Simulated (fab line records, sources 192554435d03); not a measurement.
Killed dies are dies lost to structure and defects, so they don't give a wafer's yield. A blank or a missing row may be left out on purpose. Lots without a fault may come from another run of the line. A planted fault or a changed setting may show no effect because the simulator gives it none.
fab line records | flow n5_finfet
record lots=5 wafers=15 last_day=15
route steps=1938 shown WELL_APT@36 PMOS_HMC_CHANNEL_EPI@57 BEOL_M4@1111
lots that met no fault: from a run of the same line without faults
start_h: hours from the record's first day to the start of the lot's first wafer shown | wait_h: hours since the lot's step before | " the same as in the row above | L1.1+2: a row that stands for several wafers | - no value, or no start given | * or withheld: withheld | < > ~ a bound
route shown NAME@n: a module of which the file shows steps, and the number in the route of the first | usual: mean/standard deviation of fault-free wafers | same: alike in all rows | chamber/n: place in a boat | sites: the reading at each site | _std_site: their standard deviation | _edge_site: outer sites' mean less inner sites' | radius_mm: how far each site lies from the wafer's centre | mask NAME#n: copy n | behind: the tool/chamber that last shaped the wafer | hold: why the lot was held/for how many hours/how that ended | device: the transistor (n, p or np) that didn't switch | end of line: the same wafers' tests at the end of the route | a step without rows: its recipe alone | killed: dies lost to structure and defects at the first sort, not the wafer's yield | map: a wafer's dies, x killed, . not, _ none there
set.NAME: the setting as run; set.NAME@STEP: as run at that earlier step | model.NAME: the simulator's own value behind a step, which no gauge read
lots at some steps of the route; a table a step, a row a wafer
services: from which hour (start_h, from the record's first day; less than 0 if before it) a tool's chamber was out of use, for how many hours, and why
## steps
# step N5_WELL_APT_COAT_19
# recipe spin_rpm=1357 resist_thk_nm=950
# step N5_WELL_APT_EBR_21
# recipe solvent=PGMEA ebr_width_mm=1.5
# step N5_WELL_APT_SOFTBAKE_20
# recipe temp_c=130 time_s=60
# step N5_WELL_APT_EXPOSE_22
# recipe mask_id=PWELL na=0.8 source_shape=conventional sigma_outer=0.8 polarization=unpolarized defocus_nm=0 target_cd_nm=200 dose_mj=23.2
# step N5_WELL_APT_PEB_23
# recipe peb_temp_c=130 peb_time_s=90
# step N5_WELL_APT_DEVELOP_24
# recipe develop_time_s=45 rinse_liquid=surfactant_rinse dry=air_spin dev_temp_c=21
# step N5_WELL_APT_HARDBAKE_29
# recipe temp_c=130 time_s=120
# step N5_WELL_APT_DESCUM_30
# recipe chemistry=O2 time_s=7.9 source_power_w=50 bias_power_w=20 pressure_mtorr=20 rf_frequency_hz=2.712e+07 temp_c=40 o2_flow_sccm=225
# step N5_WELL_APT_IMPLANT_31
# recipe species=B energy_kev=60 dose_cm2=1.5e+13 tilt_deg=0 rotation_deg=0
# step N5_WELL_APT_IMPLANT_32
# recipe species=BF2 energy_kev=50 dose_cm2=2e+13 tilt_deg=0 rotation_deg=0
# usual dose_ions_cm2=1.9997e+13/2.2e+10 end_station_pressure_torr=5.21e-06/2.7e-07 faraday_current_uA=254/5
# columns lot.wafer tool chamber start_h wait_h dose_ions_cm2 end_station_pressure_torr faraday_current_uA
L724.1 implanter-01 0 63.38 0.1 1.9996e+13 5.47e-06 258
L724.3 " 0 " " 1.9985e+13 4.75e-06 251
L724.6 " 0 " " 1.9985e+13 5.29e-06 254
L726.1 implanter-01 0 75.46 0.1 2.8037e+13 5.63e-06 355
L726.5 " 0 " " 2.8049e+13 5.19e-06 366
L726.6 " 0 " " 2.8046e+13 5.91e-06 343
L727.4 implanter-02 0 81.87 0.1 1.9985e+13 4.93e-06 254
L727.5 " 0 " " 1.9988e+13 5.03e-06 256
L727.6 " 0 " " 1.9992e+13 4.89e-06 251
L728.1 implanter-01 0 87.39 0.1 2.8028e+13 5.15e-06 359
L728.2 " 0 " " 2.8039e+13 5.31e-06 357
L728.3 " 0 " " 2.8002e+13 5.18e-06 354
L730.1 implanter-01 0 99.64 0.1 2.8017e+13 5.2e-06 342
L730.4 " 0 " " 2.8019e+13 5.61e-06 350
L730.6 " 0 " " 2.8021e+13 5.04e-06 363
# step N5_WELL_APT_STRIP_33
# recipe chemistry=SPM time_s=900 temp_c=130 h2so4_h2o2_vol_ratio=4 dry=ipa_marangoni
# step N5_WELL_APT_RTA_34
# recipe temp_c=1000 time_s=10 ambient=N2 idle_temp_c=600 ramp_up_c_per_s=150 ramp_down_c_per_s=60 cool_to_c=600
# step N5_WELL_APT_OXIDE_STRIP_42
# recipe chemistry=dHF dilution=25:1 time_s=45 temp_c=25 target=SiO2 target_depth_a=120
# step N5_WELL_APT_PRECLEAN_36
# recipe chemistry=O3/DIW time_s=45 temp_c=22 o3_ppm=10
# step N5_WELL_APT_PRECLEAN_39
# recipe chemistry=dHF time_s=60 dilution=150:1 temp_c=25
# step N5_WELL_APT_SRD_37
# recipe dry=ipa_marangoni do_ppb=5 time_s=30 temp_c=23 rinse_liquid=diw
# step N5_WELL_APT_EPI_41
# recipe material=Si target_thk_a=500 temp_c=650 precursor=SiH4/H2 pressure_torr=20 time_s=297.7
# step N5_PMOS_HMC_CHANNEL_EPI_HM_DEP_34
# recipe material=SiO2 target_thk_a=360 temp_c=400 precursor=TEOS/O2 pressure_torr=6.5 rf_w=900 teos_flow_sccm=161.4 gas=O2 flow_sccm=2650 time_s=6.9
# step N5_PMOS_HMC_CHANNEL_EPI_COAT_31
# recipe resist=BARC temp_c=205 time_s=60 spin_rpm=1500 resist_thk_nm=66
# step N5_PMOS_HMC_CHANNEL_EPI_COAT_03
# recipe resist=CAR-ArF-block spin_rpm=1500 resist_thk_nm=205
# step N5_PMOS_HMC_CHANNEL_EPI_EBR_05
# recipe solvent=PGMEA ebr_width_mm=1.5
# step N5_PMOS_HMC_CHANNEL_EPI_SOFTBAKE_04
# recipe temp_c=110 time_s=60 resist=CAR-ArF-block
# step N5_PMOS_HMC_CHANNEL_EPI_EXPOSE_06
# recipe mask_id=PMOS_HMC_BLK na=1.35 source_shape=conventional sigma_outer=0.8 polarization=unpolarized target_cd_nm=240 dose_mj=41
# step N5_PMOS_HMC_CHANNEL_EPI_PEB_07
# recipe peb_temp_c=110 peb_time_s=60 resist=CAR-ArF-block
# step N5_PMOS_HMC_CHANNEL_EPI_DEVELOP_08
# recipe develop_time_s=30 developer=TMAH resist=CAR-ArF-block dev_temp_c=23 rinse_liquid=diw dry=air_spin
# step N5_PMOS_HMC_CHANNEL_EPI_DESCUM_14
# recipe chemistry=O2 time_s=7.9 source_power_w=50 bias_power_w=20 pressure_mtorr=20 rf_frequency_hz=2.712e+07 temp_c=40 resist=CAR-ArF-block o2_flow_sccm=225
# step N5_PMOS_HMC_CHANNEL_EPI_ETCH_32
# recipe chemistry=N2/H2 target=BARC stop_on=SiO2 target_depth_a=858 over_etch_frac=0.3 time_s=50.3 ion_energy_ev=200 mask_material=CAR-ArF-block pressure_mtorr=30 source_w=840 bias_w=150 n2_flow_sccm=200 h2_flow_sccm=200
# step N5_PMOS_HMC_CHANNEL_EPI_HM_OPEN_15
# recipe chemistry=CHF3/O2 target=SiO2 mask_material=CAR-ArF-block target_depth_a=406 CHF3_flow_sccm=50 O2_flow_sccm=5 Ar_flow_sccm=200 time_s=20.3 pressure_mtorr=30 source_w=650 bias_w=170 ion_energy_ev=200
# step N5_PMOS_HMC_CHANNEL_EPI_STRIP_33
# recipe chemistry=N2/H2 power_w=500 temp_c=40 pressure_mtorr=50 rf_frequency_hz=6e+07 overash_fraction=0.3 bias_power_w=8 h2_frac=0.5 n2_flow_sccm=300 h2_flow_sccm=300
# step N5_PMOS_HMC_CHANNEL_EPI_STRIP_17
# recipe chemistry=SPM time_s=750 temp_c=130 h2so4_h2o2_vol_ratio=4 dry=ipa_marangoni
# step N5_PMOS_HMC_CHANNEL_EPI_ETCH_38
# recipe chemistry=CF4 target=SiO2 target_depth_a=15 ion_energy_ev=350 pressure_mtorr=10 icp_w=800 bias_w=400 cf4_flow_sccm=80
# step N5_PMOS_HMC_CHANNEL_EPI_FIN_RECESS_16
# recipe chemistry=HBr/Cl2 target=Si mask_material=SiO2 target_depth_a=540 time_s=18 pressure_mtorr=10 icp_w=800 bias_w=75 HBr_flow_sccm=150 Cl2_flow_sccm=80
# step N5_PMOS_HMC_CHANNEL_EPI_PRECLEAN_36
# recipe chemistry=O3/DIW time_s=45 temp_c=22 o3_ppm=10
# step N5_PMOS_HMC_CHANNEL_EPI_PRECLEAN_18
# recipe chemistry=DHF time_s=30 temp_c=25 dilution=withheld
# step N5_PMOS_HMC_CHANNEL_EPI_SRD_19
# recipe dry=ipa_marangoni do_ppb=5 time_s=30 temp_c=23 rinse_liquid=diw
# step N5_BEOL_M4_RC_MEAS_101
# usual CJ_N=4.36/0.086 DIBL_N=36.2/1.2 DIBL_P=36.3/1.3 IOFF_N=0.155/0.019 IOFF_N_LONG=5.54e-05/2.4e-06 IOFF_P=0.210/0.029 ION_N=677/8.6 ION_P=465/6.8 RS_PWELL=3012/22 SS_N=71.4/0.48 SS_P=73.2/0.53 VT_N=249.9/2.4 VT_P=-250/3.2
# columns lot.wafer tool chamber start_h wait_h CJ_N DIBL_N[mV/V] DIBL_P[mV/V] IOFF_N[nA/um] IOFF_N_LONG[nA/um] IOFF_P[nA/um] ION_N[uA/um] ION_P[uA/um] RS_PWELL[ohm/sq] SS_N[mV/dec] SS_P[mV/dec] VT_N[mV] VT_P[mV]
L724.1 prober-02 0 233.22 0.0 4.29 36.7 36.5 0.170 5.59e-05 0.264 670 465 3017 72.4 73.8 245.2 -243
L724.3 " 0 " " 4.28 34.9 33.8 0.143 5.71e-05 0.213 677 466 2995 70.8 73.2 250.1 -249
L724.6 " 0 " " 4.33 35.1 34.1 0.148 5.66e-05 0.218 676 469 3052 71.9 72.7 249.4 -246
L726.1 prober-01 0 244.92 0.0 5.11 38.7 38.6 0.192 6.83e-05 0.271 686 471 2946 72.0 73.6 247.5 -243
L726.5 " 0 " " 4.99 35.2 34.6 0.128 6.66e-05 0.211 677 472 2930 70.9 72.2 254.3 -247
L726.6 " 0 " " 5.00 35.5 35.3 0.136 6.69e-05 0.217 673 466 2915 71.4 72.3 251.2 -247
L727.4 prober-01 0 254.03 0.5 4.44 36.9 36.8 0.174 5.75e-05 0.242 679 470 3027 71.8 73.6 248.2 -248
L727.5 " 0 " " 4.48 37.3 37.2 0.191 5.74e-05 0.256 685 471 3049 71.7 74.4 246.6 -248
L727.6 " 0 " " 4.51 34.5 34.0 0.137 5.74e-05 0.197 658 461 2999 71.2 72.6 249.8 -251
L728.1 prober-01 0 261.21 0.0 5.30 35.1 35.3 0.134 6.35e-05 0.187 671 464 2956 71.2 73.1 252.4 -252
L728.2 " 0 " " 5.20 37.1 37.7 0.154 6.27e-05 0.215 662 456 2945 71.2 73.3 250.8 -250
L728.3 " 0 " " 5.23 37.3 37.4 0.153 6.25e-05 0.215 666 460 2957 72.1 73.5 251.0 -250
L730.1 prober-02 0 273.84 0.0 5.23 34.9 36.7 0.155 6.23e-05 0.221 680 470 2954 71.5 73.3 253.0 -247
L730.4 " 0 " " 5.22 36.8 39.0 0.182 6.19e-05 0.257 683 467 2953 71.8 73.4 249.8 -247
L730.6 " 0 " " 5.23 35.5 37.1 0.150 6.23e-05 0.215 679 468 2931 71.4 73.6 252.1 -249
## services
# columns tool chamber start_h hours kind
implanter-02 - 45.87 2.8 pm
implanter-02 - 54.26 5.8 repair
implanter-02 - 84.78 1.8 repair
implanter-01 - 92.13 3.5 repair
## key
first_sign step=N5_WELL_APT_IMPLANT_32 reading=dose_ions_cm2 direction=up sigmas=99+ usual=1.9997e+13 struck=2.8029e+13
effect step=N5_WELL_APT_IMPLANT_32 reading=faraday_current_uA direction=up sigmas=20 usual=254 struck=354
effect step=N5_BEOL_M4_RC_MEAS_101 reading=CJ_N direction=up sigmas=9.4 usual=4.36 struck=5.17
effect step=N5_BEOL_M4_RC_MEAS_101 reading=IOFF_N_LONG direction=up sigmas=3.6 usual=5.54e-05 struck=6.41e-05
effect step=N5_BEOL_M4_RC_MEAS_101 reading=RS_PWELL direction=down sigmas=3.1 usual=3012 struck=2943
met_at N5_WELL_APT_IMPLANT_32
struck_wafers L726.1,L726.5,L726.6,L728.1,L728.2,L728.3,L730.1,L730.4,L730.6
onset_between 63.38 75.46
fault kind=process_parameter_drift tool=implanter-01 chamber=- onset_h=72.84 steps=N5_WELL_APT_IMPLANT_32 channel=dose_cm2 offset=8.0135e+12 shape=step end_h=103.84 acts_in=these_recipes_only stated=2e+13
